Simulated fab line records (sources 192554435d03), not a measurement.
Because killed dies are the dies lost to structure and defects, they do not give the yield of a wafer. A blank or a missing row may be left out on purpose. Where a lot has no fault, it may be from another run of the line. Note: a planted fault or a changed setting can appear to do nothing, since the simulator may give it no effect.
Split-lot study / flow n5Finfet / 7 lots, 21 wafers read, on a route of 1938 steps

## THE SPLIT ITSELF
At N5_BEOL_M1_ETCH_70 (etches SOC in N2/H2, target depth 80 nm, overetch 16 nm, time 120 s), the setting timeS was moved away from the recipe's 120 s on 8 of the 21 wafers read, by -20.6% to +19.5%. All remaining wafers had this setting at the recipe value.

Reading taken at the split's own step.

## THE READING
SiARC_of_BEOL_M1_COAT_68.thkNm (the simulator's own value, which no gauge read), in nm, at N5_BEOL_M1_ETCH_70 (etches SOC in N2/H2, target depth 80 nm, overetch 16 nm, time 120 s). No usual value for it is given in the file. Here, 13 wafers ran the recipe; their average is 6.3 nm with a standard deviation of 0.1 nm.

wafer=L076.1; tool, chamber at the split=rieDiel-04, 1,2; timeS as run, s=120; against the recipe=recipe; SiARC_of_BEOL_M1_COAT_68.thkNm, nm=6.4; against lot-mates on the recipe=-
wafer=L076.3; tool, chamber at the split=rieDiel-04, 1,2; timeS as run, s=120; against the recipe=recipe; SiARC_of_BEOL_M1_COAT_68.thkNm, nm=6.4; against lot-mates on the recipe=-
wafer=L076.6; tool, chamber at the split=rieDiel-04, 2; timeS as run, s=97.4; against the recipe=-18.8%; SiARC_of_BEOL_M1_COAT_68.thkNm, nm=7.6; against lot-mates on the recipe=+1.2
wafer=L078.2; tool, chamber at the split=rieDiel-06, 3,0; timeS as run, s=120; against the recipe=recipe; SiARC_of_BEOL_M1_COAT_68.thkNm, nm=6.4; against lot-mates on the recipe=-
wafer=L078.6; tool, chamber at the split=rieDiel-06, 3,0; timeS as run, s=120; against the recipe=recipe; SiARC_of_BEOL_M1_COAT_68.thkNm, nm=6.4; against lot-mates on the recipe=-
wafer=L078.3; tool, chamber at the split=rieDiel-06, 0; timeS as run, s=120; against the recipe=recipe; SiARC_of_BEOL_M1_COAT_68.thkNm, nm=6.2; against lot-mates on the recipe=-
wafer=L080.1; tool, chamber at the split=rieDiel-04, 2; timeS as run, s=120; against the recipe=recipe; SiARC_of_BEOL_M1_COAT_68.thkNm, nm=6.4; against lot-mates on the recipe=-
wafer=L080.5; tool, chamber at the split=rieDiel-04, 1,3; timeS as run, s=106; against the recipe=-11.7%; SiARC_of_BEOL_M1_COAT_68.thkNm, nm=7; against lot-mates on the recipe=+0.6
wafer=L080.6; tool, chamber at the split=rieDiel-04, 1,3; timeS as run, s=106; against the recipe=-11.7%; SiARC_of_BEOL_M1_COAT_68.thkNm, nm=7; against lot-mates on the recipe=+0.6
wafer=L086.1; tool, chamber at the split=rieDiel-06, 2; timeS as run, s=120; against the recipe=recipe; SiARC_of_BEOL_M1_COAT_68.thkNm, nm=6.4; against lot-mates on the recipe=-
wafer=L086.4; tool, chamber at the split=rieDiel-06, 0; timeS as run, s=120; against the recipe=recipe; SiARC_of_BEOL_M1_COAT_68.thkNm, nm=6.2; against lot-mates on the recipe=-
wafer=L086.6; tool, chamber at the split=rieDiel-06, 1; timeS as run, s=136.2; against the recipe=+13.5%; SiARC_of_BEOL_M1_COAT_68.thkNm, nm=5.8; against lot-mates on the recipe=-0.5
wafer=L085.1; tool, chamber at the split=rieDiel-06, 2; timeS as run, s=102.3; against the recipe=-14.8%; SiARC_of_BEOL_M1_COAT_68.thkNm, nm=7.2; against lot-mates on the recipe=+0.9
wafer=L085.2; tool, chamber at the split=rieDiel-06, 0; timeS as run, s=120; against the recipe=recipe; SiARC_of_BEOL_M1_COAT_68.thkNm, nm=6.2; against lot-mates on the recipe=-
wafer=L085.4; tool, chamber at the split=rieDiel-06, 3; timeS as run, s=120; against the recipe=recipe; SiARC_of_BEOL_M1_COAT_68.thkNm, nm=6.4; against lot-mates on the recipe=-
wafer=L093.2; tool, chamber at the split=rieDiel-04, 2,1; timeS as run, s=143.4; against the recipe=+19.5%; SiARC_of_BEOL_M1_COAT_68.thkNm, nm=5.2; against lot-mates on the recipe=-1.0
wafer=L093.6; tool, chamber at the split=rieDiel-04, 2,1; timeS as run, s=143.4; against the recipe=+19.5%; SiARC_of_BEOL_M1_COAT_68.thkNm, nm=5.2; against lot-mates on the recipe=-1.0
wafer=L093.5; tool, chamber at the split=rieDiel-04, 0; timeS as run, s=120; against the recipe=recipe; SiARC_of_BEOL_M1_COAT_68.thkNm, nm=6.2; against lot-mates on the recipe=-
wafer=L094.1; tool, chamber at the split=rieDiel-04, 2; timeS as run, s=120; against the recipe=recipe; SiARC_of_BEOL_M1_COAT_68.thkNm, nm=6.2; against lot-mates on the recipe=-
wafer=L094.4; tool, chamber at the split=rieDiel-04, 2; timeS as run, s=120; against the recipe=recipe; SiARC_of_BEOL_M1_COAT_68.thkNm, nm=6.2; against lot-mates on the recipe=-
wafer=L094.6; tool, chamber at the split=rieDiel-04, 0; timeS as run, s=95.34; against the recipe=-20.6%; SiARC_of_BEOL_M1_COAT_68.thkNm, nm=7.4; against lot-mates on the recipe=+1.2
The file does not say which wafer passed through which chamber wherever a row lists several chambers: such a row stands for several wafers.

FIT RESULTS
A straight line over all 21 wafers: SiARC_of_BEOL_M1_COAT_68.thkNm changes by -0.0568 nm for each +1% of timeS; r = -0.98; the points scatter about the line by 0.11 nm.
The same after taking each lot's own level away (the mean of its wafers on the recipe; 21 wafers): -0.0541 nm for each +1%; r = -0.99; scatter 0.091 nm.
According to that fit, moving timeS by its largest amount changes the reading by 1.1 nm.
From 6.20 to 6.40 nm: that is the span of the lots' own levels, equal to 2.0 times the standard deviation above.
The two slopes are in agreement: the lot-to-lot level therefore moves the slope only a little.
Check: with one of the wafers moved furthest among these (-20.6%) left out of the fit, the line predicts +1.13 nm for it against its lot-mates. Against them it came out at +1.2 nm.

## ADDITIONAL SPLITS CARRIED BY THESE WAFERS
Before the reading, these wafers also passed through other splits. Each is held against what the fit with the lots' levels taken away leaves over:
other split on the same wafers=N5_GATE_CUT_DESCUM_18 timeS; wafers away from the commonest value=6; r with SiARC_of_BEOL_M1_COAT_68.thkNm (lot level and that fit taken away)=+0.07
other split on the same wafers=N5_MOL_CONTACT_COAG_ETCHBACK_135 timeS; wafers away from the commonest value=8; r with SiARC_of_BEOL_M1_COAT_68.thkNm (lot level and that fit taken away)=+0.40
other split on the same wafers=N5_MOL_CONTACT_COAG_VIA_ETCH_46 biasW; wafers away from the commonest value=6; r with SiARC_of_BEOL_M1_COAT_68.thkNm (lot level and that fit taken away)=+0.47
other split on the same wafers=N5_MOL_CONTACT_COAG_CVD_140 targetThkA; wafers away from the commonest value=6; r with SiARC_of_BEOL_M1_COAT_68.thkNm (lot level and that fit taken away)=-0.09
other split on the same wafers=N5_BEOL_M0_SAQP_ETCH_88 sourceW; wafers away from the commonest value=8; r with SiARC_of_BEOL_M1_COAT_68.thkNm (lot level and that fit taken away)=+0.02
other split on the same wafers=N5_BEOL_M0_CUTY_COAT_50 spinRpm; wafers away from the commonest value=7; r with SiARC_of_BEOL_M1_COAT_68.thkNm (lot level and that fit taken away)=+0.35
other split on the same wafers=N5_BEOL_M1_ETCH_64 biasW; wafers away from the commonest value=9; r with SiARC_of_BEOL_M1_COAT_68.thkNm (lot level and that fit taken away)=-0.10
other split on the same wafers=N5_BEOL_M1_ALD_98 aldCycles; wafers away from the commonest value=5; r with SiARC_of_BEOL_M1_COAT_68.thkNm (lot level and that fit taken away)=+0.19

## FILE'S OWN FIT
SiARC_of_BEOL_M1_COAT_68.thkNm changes by -0.0554 nm for each +1% of timeS, r = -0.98.
